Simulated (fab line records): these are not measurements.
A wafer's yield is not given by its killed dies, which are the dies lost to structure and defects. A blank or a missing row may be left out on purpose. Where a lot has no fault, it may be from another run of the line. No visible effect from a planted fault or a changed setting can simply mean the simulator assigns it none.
Matching of chambers | flow nand_harc | NHARC_P_BONDPAD_CMP_19 on cmp-01: 4 sister chambers
The step polishes, t overpolish 30 s, cu recess touch 16 s, target thk 160.81 nm. 4 wafers are shown with their chamber, then 8 later ones without.

EACH WAFER AND ITS CHAMBER
wafer  | chamber | motor_current_A (A)
L081.1 | 0       | 10.7
L086.2 | 3       | 13.0
L088.2 | 2       | 12.8
L088.4 | 1       | 13.2

WAFERS WHOSE CHAMBER IS MISSING
wafer  | motor_current_A (A)
L089.1 | 12.8
L089.4 | 13.4
L091.3 | 12.1
L091.4 | 10.9
L095.3 | 13.6
L095.4 | 12.6
L096.3 | 13.4
L096.4 | 10.5

WHICH CHAMBER EACH ONE RAN IN
wafer  | from the rows above          | in truth
L089.1 | can't be placed: 2 or 3 or 1 | 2
L089.4 | can't be placed: 1 or 3 or 2 | 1
L091.3 | can't be placed: 2 or 3 or 1 | 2
L091.4 | 0                            | 0
L095.3 | can't be placed: 1 or 3 or 2 | 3
L095.4 | can't be placed: 2 or 3 or 1 | 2
L096.3 | can't be placed: 1 or 3 or 2 | 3
L096.4 | 0                            | 0
Correct placement for 2 of the 8. Can't be placed from these rows: 6 (the true chamber is among the candidates in 6). Wrongly placed: 0.
How it was worked out, from the rows above alone: a wafer's distance from a chamber is the root of the sum, over the readings, of the square of ((its reading less the chamber's mean) divided by the reading's scatter). If the next closest chamber is less than 2 further off than the closest, the wafer can't be placed; otherwise it belongs to the closest. Each chamber's mean is taken over the wafers shown for it. The scatter: root of mean squared gap, hidden wafer to nearest shown wafer, with one shown wafer a chamber.
